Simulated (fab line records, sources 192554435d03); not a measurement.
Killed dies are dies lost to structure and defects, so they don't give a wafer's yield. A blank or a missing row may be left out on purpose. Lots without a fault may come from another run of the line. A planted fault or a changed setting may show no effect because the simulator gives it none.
fab line records | flow n5_finfet | part 2 of 2: steps 22 to 29 of 29
record lots=5 wafers=15 last_day=17
route steps=1938 shown MOL_CONTACT_COAG@586
lots that met no fault: from a run of the same line without faults
start_h: hours from the record's first day to the start of the lot's first wafer shown | wait_h: hours since the lot's step before | " the same as in the row above | L1.1+2: a row that stands for several wafers | - no value, or no start given | * or withheld: withheld | < > ~ a bound
route shown NAME@n: a module of which the file shows steps, and the number in the route of the first | usual: mean/standard deviation of fault-free wafers | same: alike in all rows | chamber/n: place in a boat | sites: the reading at each site | _std_site: their standard deviation | _edge_site: outer sites' mean less inner sites' | radius_mm: how far each site lies from the wafer's centre | mask NAME#n: copy n | behind: the tool/chamber that last shaped the wafer | hold: why the lot was held/for how many hours/how that ended | device: the transistor (n, p or np) that didn't switch | end of line: the same wafers' tests at the end of the route | a step without rows: its recipe alone | killed: dies lost to structure and defects at the first sort, not the wafer's yield | map: a wafer's dies, x killed, . not, _ none there
set.NAME: the setting as run; set.NAME@STEP: as run at that earlier step | model.NAME: the simulator's own value behind a step, which no gauge read
lots at some steps of the route; a table a step, a row a wafer
services: from which hour (start_h, from the record's first day; less than 0 if before it) a tool's chamber was out of use, for how many hours, and why
## steps
# step N5_MOL_CONTACT_COAG_ETCH_66
# recipe chemistry=CF4 target=SiARC target_depth_a=130 mask_material=CAR-EUV time_s=21.7 ion_energy_ev=80 pressure_mtorr=40 source_w=545 bias_w=36 Ar_flow_sccm=100 cf4_flow_sccm=100 ends=cleared
# usual drypump_motor_current_A=5.9/0.51 etch_rf_on_time_s=21.81/0.29 oes_product_au=0.66/0.062 rf_vpp_V=184.2/1.2 showerhead_plenum_p_Torr=2.15/0.068 throttle_valve_pct=15.62/0.18
# columns lot.wafer tool chamber start_h wait_h drypump_motor_current_A etch_rf_on_time_s oes_product_au rf_hours_counter_h rf_vpp_V showerhead_plenum_p_Torr throttle_valve_pct
L079.3 rie_diel-05 3 135.56 0.0 5.5 21.76 0.68 109 185.2 2.25 15.68
L079.4 " 2 " " 6.6 22.04 0.67 128 183.3 2.15 15.61
L079.5 " 0 " " 5.6 22.30 0.71 - 183.4 2.09 15.45
L088.2 rie_diel-05 0 191.49 0.0 5.6 22.15 0.69 90 185.9 2.08 15.48
L088.3 " 3 " " 5.5 21.49 0.66 133 186.1 2.24 15.72
L088.5 " 3 " " 5.5 21.48 0.67 - 184.9 2.24 15.74
L093.1 rie_diel-04 1 214.31 0.0 5.7 21.39 0.65 147 184.2 2.14 15.88
L093.3 " 0 " " 6.6 22.20 0.58 246 183.1 2.03 15.55
L093.5 " 1 " " 5.7 21.68 0.65 - 183.9 2.14 15.87
L095.1 rie_diel-04 3 225.26 0.0 5.6 21.99 0.61 212 183.9 2.21 15.46
L095.3 " 0 " " 6.6 22.27 0.58 250 183.0 2.02 15.53
L095.5 " 0 " " 6.6 22.24 0.58 - 183.3 2.02 15.55
L097.1 rie_diel-05 3 242.62 0.0 5.5 21.84 0.65 154 184.1 2.23 15.77
L097.4 " 1 " " 6.3 21.92 0.78 21 183.9 2.19 15.29
L097.6 " 0 " " 5.6 22.35 0.68 - 182.8 2.07 15.51
# step N5_MOL_CONTACT_COAG_ALD_133
# recipe material=SiO2 target_thk_a=50 temp_c=100 ald_precursor_family=BDEAS ald_co_reactant=O2-plasma pulse_time_s=1 co_reactant_pulse_time_s=1 purge_time_s=2 co_reactant_purge_time_s=2 ald_cycles=35 pressure_torr=2
# usual heater_power_w=77/6.2 precursor_pulse_height_rel=0.999/0.02
# columns lot.wafer tool chamber start_h wait_h heater_power_w precursor_pulse_height_rel since_wet_clean_h
L079.3 ald_sin-04 2 135.74 0.1 71 0.994 36
L079.4 " 3 " " 81 0.992 -
L079.5 " 2 " " 71 0.986 -
L088.2 ald_sin-01 3 191.82 0.3 67 0.998 290
L088.3 " 2 " " 81 0.993 290
L088.5 " 2 " " 80 1.023 -
L093.1 ald_sin-03 0 214.39 0.1 71 0.978 206
L093.3 " 1 " " 80 1.016 206
L093.5 " 0 " " 72 1.008 -
L095.1 ald_sin-01 0 225.34 0.1 80 0.983 323
L095.3 " 3 " " 68 1.022 323
L095.5 " 1 " " 74 0.964 -
L097.1 ald_sin-01 0 242.70 0.1 77 1.034 340
L097.4 " 1 " " 75 1.017 340
L097.6 " 0 " " 76 1.005 -
# step N5_MOL_CONTACT_COAG_ETCHBACK_134
# recipe chemistry=CHF3 target=SiO2 target_depth_a=100 time_s=6.7 ion_energy_ev=200 pressure_mtorr=30 source_w=610 bias_w=170 Ar_flow_sccm=200 CHF3_flow_sccm=50
# usual drypump_motor_current_A=5.9/0.49 oes_product_au=0.79/0.078 rf_vpp_V=525/4.3 showerhead_plenum_p_Torr=2.40/0.074 throttle_valve_pct=18.71/0.21
# columns lot.wafer tool chamber start_h wait_h drypump_motor_current_A oes_product_au rf_hours_counter_h rf_vpp_V showerhead_plenum_p_Torr throttle_valve_pct
L079.3 rie_diel-04 3 135.92 0.1 5.6 0.74 177 526 2.48 18.53
L079.4 " 0 " " 6.6 0.72 210 523 2.26 18.51
L079.5 " 1 " " 5.8 0.80 - 524 2.39 18.92
L088.2 rie_diel-04 3 192.38 0.5 5.7 0.71 198 525 2.47 18.55
L088.3 " 1 " " 5.7 0.76 136 525 2.38 18.95
L088.5 " 3 " " 5.7 0.71 - 524 2.47 18.56
L093.1 rie_diel-05 2 214.57 0.1 6.6 0.75 165 522 2.38 18.79
L093.3 " 1 " " 6.2 0.95 11 531 2.44 18.43
L093.5 " 1 " " 6.3 0.94 - 531 2.44 18.42
L095.1 rie_diel-05 1 225.61 0.2 6.2 0.93 15 531 2.44 18.43
L095.3 " 3 " " 5.6 0.76 149 523 2.49 18.90
L095.5 " 0 " " 5.6 0.80 - 527 2.30 18.57
L097.1 rie_diel-05 2 242.93 0.2 6.6 0.74 175 523 2.38 18.80
L097.4 " 0 " " 5.6 0.78 110 526 2.30 18.58
L097.6 " 1 " " 6.3 0.92 - 530 2.44 18.43
# step N5_MOL_CONTACT_COAG_ETCH_67
# recipe chemistry=N2/H2 target=SOC target_depth_a=600 overetch_a=210 mask_material=SiARC temp_c=40 time_s=101.2 ion_energy_ev=200 pressure_mtorr=30 source_w=840 bias_w=150 n2_flow_sccm=200 h2_flow_sccm=200
# usual drypump_motor_current_A=5.9/0.49 oes_product_au=0.66/0.064 rf_vpp_V=524.3/2.4 showerhead_plenum_p_Torr=2.55/0.079 throttle_valve_pct=17.74/0.23
# columns lot.wafer tool chamber start_h wait_h drypump_motor_current_A oes_product_au rf_hours_counter_h rf_vpp_V showerhead_plenum_p_Torr throttle_valve_pct
L079.3 rie_diel-04 3 135.95 0.0 5.7 0.62 177 525.9 2.63 17.53
L079.4 " 0 " " 6.6 0.60 210 520.2 2.41 17.64
L079.5 " 1 " " 5.7 0.66 - 524.3 2.56 18.06
L088.2 rie_diel-04 3 192.42 0.0 5.7 0.60 198 526.0 2.63 17.56
L088.3 " 1 " " 5.7 0.65 136 523.5 2.55 18.13
L088.5 " 3 " " 5.7 0.61 - 526.9 2.63 17.56
L093.1 rie_diel-05 2 214.60 0.0 6.6 0.63 165 522.5 2.54 17.79
L093.3 " 1 " " 6.3 0.79 11 526.5 2.60 17.40
L093.5 " 1 " " 6.2 0.79 - 526.7 2.60 17.40
L095.1 rie_diel-05 1 225.65 0.0 6.2 0.78 15 524.2 2.60 17.42
L095.3 " 3 " " 5.6 0.64 149 529.6 2.65 17.84
L095.5 " 0 " " 5.6 0.68 - 521.9 2.45 17.54
L097.1 rie_diel-05 2 242.96 0.0 6.6 0.63 175 523.8 2.54 17.81
L097.4 " 0 " " 5.6 0.68 110 521.6 2.45 17.56
L097.6 " 1 " " 6.3 0.76 - 524.2 2.60 17.43
# step N5_MOL_CONTACT_COAG_STRIP_68
# recipe chemistry=N2/H2 temp_c=40 n2_flow_sccm=200 h2_flow_sccm=200 rf_frequency_hz=6e+07
# columns lot.wafer tool chamber start_h wait_h
L079.3+4+5 rie_diel-04 3,0,1 136.02 0.0
L088.2+3+5 rie_diel-04 3,1,3 192.49 0.0
L093.1+3+5 rie_diel-05 2,1,1 214.67 0.0
L095.1+3+5 rie_diel-05 1,3,0 225.72 0.0
L097.1+4+6 rie_diel-05 2,0,1 243.03 0.0
# step N5_MOL_CONTACT_COAG_STRIP_69
# recipe chemistry=N2/H2 temp_c=40 n2_flow_sccm=200 h2_flow_sccm=200 rf_frequency_hz=6e+07
# columns lot.wafer tool chamber start_h wait_h
L079.3+4+5 rie_diel-04 3,0,1 136.03 0.0
L088.2+3+5 rie_diel-04 3,1,3 192.50 0.0
L093.1+3+5 rie_diel-05 2,1,1 214.68 0.0
L095.1+3+5 rie_diel-05 1,3,0 225.73 0.0
L097.1+4+6 rie_diel-05 2,0,1 243.04 0.0
# step N5_MOL_CONTACT_COAG_ETCHBACK_136
# recipe chemistry=CHF3 target=SiO2 target_depth_a=250 time_s=16.7 ion_energy_ev=200 pressure_mtorr=30 source_w=610 bias_w=170 Ar_flow_sccm=200 CHF3_flow_sccm=50
# usual drypump_motor_current_A=5.9/0.49 oes_product_au=0.79/0.078 rf_vpp_V=525/4.3 showerhead_plenum_p_Torr=2.40/0.074 throttle_valve_pct=18.71/0.21
# columns lot.wafer tool chamber start_h wait_h drypump_motor_current_A oes_product_au rf_hours_counter_h rf_vpp_V showerhead_plenum_p_Torr throttle_valve_pct
L079.3 rie_diel-04 3 136.04 0.0 5.7 0.74 177 525 2.48 18.52
L079.4 " 0 " " 6.6 0.71 210 523 2.26 18.51
L079.5 " 1 " " 5.7 0.81 - 526 2.39 18.92
L088.2 rie_diel-04 3 192.51 0.0 5.7 0.72 198 524 2.47 18.55
L088.3 " 1 " " 5.7 0.77 136 524 2.38 18.98
L088.5 " 3 " " 5.7 0.73 - 526 2.47 18.58
L093.1 rie_diel-05 2 214.69 0.0 6.6 0.75 165 522 2.38 18.77
L093.3 " 1 " " 6.3 0.95 11 531 2.44 18.43
L093.5 " 1 " " 6.3 0.95 - 533 2.44 18.41
L095.1 rie_diel-05 1 225.74 0.0 6.3 0.94 15 532 2.44 18.42
L095.3 " 3 " " 5.6 0.76 149 524 2.49 18.89
L095.5 " 0 " " 5.6 0.80 - 527 2.30 18.56
L097.1 rie_diel-05 2 243.05 0.0 6.6 0.76 175 525 2.38 18.80
L097.4 " 0 " " 5.6 0.80 110 527 2.30 18.59
L097.6 " 1 " " 6.2 0.92 - 532 2.44 18.44
# step N5_MOL_CONTACT_COAG_STRIP_120
# recipe chemistry=CHF3 resist=SiARC rf_frequency_hz=6e+07
# columns lot.wafer tool chamber start_h wait_h
L079.3+4+5 rie_diel-04 3,0,1 136.07 0.0
L088.2+3+5 rie_diel-04 3,1,3 192.53 0.0
L093.1+3+5 rie_diel-05 2,1,1 214.71 0.0
L095.1+3+5 rie_diel-05 1,3,0 225.76 0.0
L097.1+4+6 rie_diel-05 2,0,1 243.08 0.0
## services
# columns tool chamber start_h hours kind
ald_sin-03 - 112.71 2.8 pm
euv_scanner-01 - 114.00 1.5 repair
rie_diel-05 2 119.71 1.5 repair
euv_scanner-02 - 125.92 12.0 pm
euv_scanner-02 - 137.92 1.0 pm
euv_scanner-01 - 138.93 1.0 pm
ald_sin-01 1 145.72 3.2 repair
euv_scanner-02 - 145.96 0.5 repair
rie_diel-04 1 160.26 9.4 repair
rie_diel-05 1 168.24 - clean
rie_diel-05 1 168.24 - consumable_replace:esc
rie_diel-05 1 168.24 - consumable_replace:focus_ring
rie_diel-05 1 168.24 23.1 scheduled_down
rie_diel-05 1 168.24 23.1 vent_cycle
ald_sin-04 1 169.02 2.7 repair
ald_sin-04 - 180.72 14.6 pm
euv_scanner-02 - 186.28 1.0 pm
euv_scanner-01 - 189.81 1.0 pm
ald_sin-04 2 203.92 12.4 repair
euv_scanner-02 - 206.29 1.0 repair
rie_diel-04 2 210.03 5.3 repair
rie_diel-04 1 217.31 5.0 repair
ald_sin-04 - 234.32 3.0 repair
euv_scanner-01 - 240.13 4.6 pm
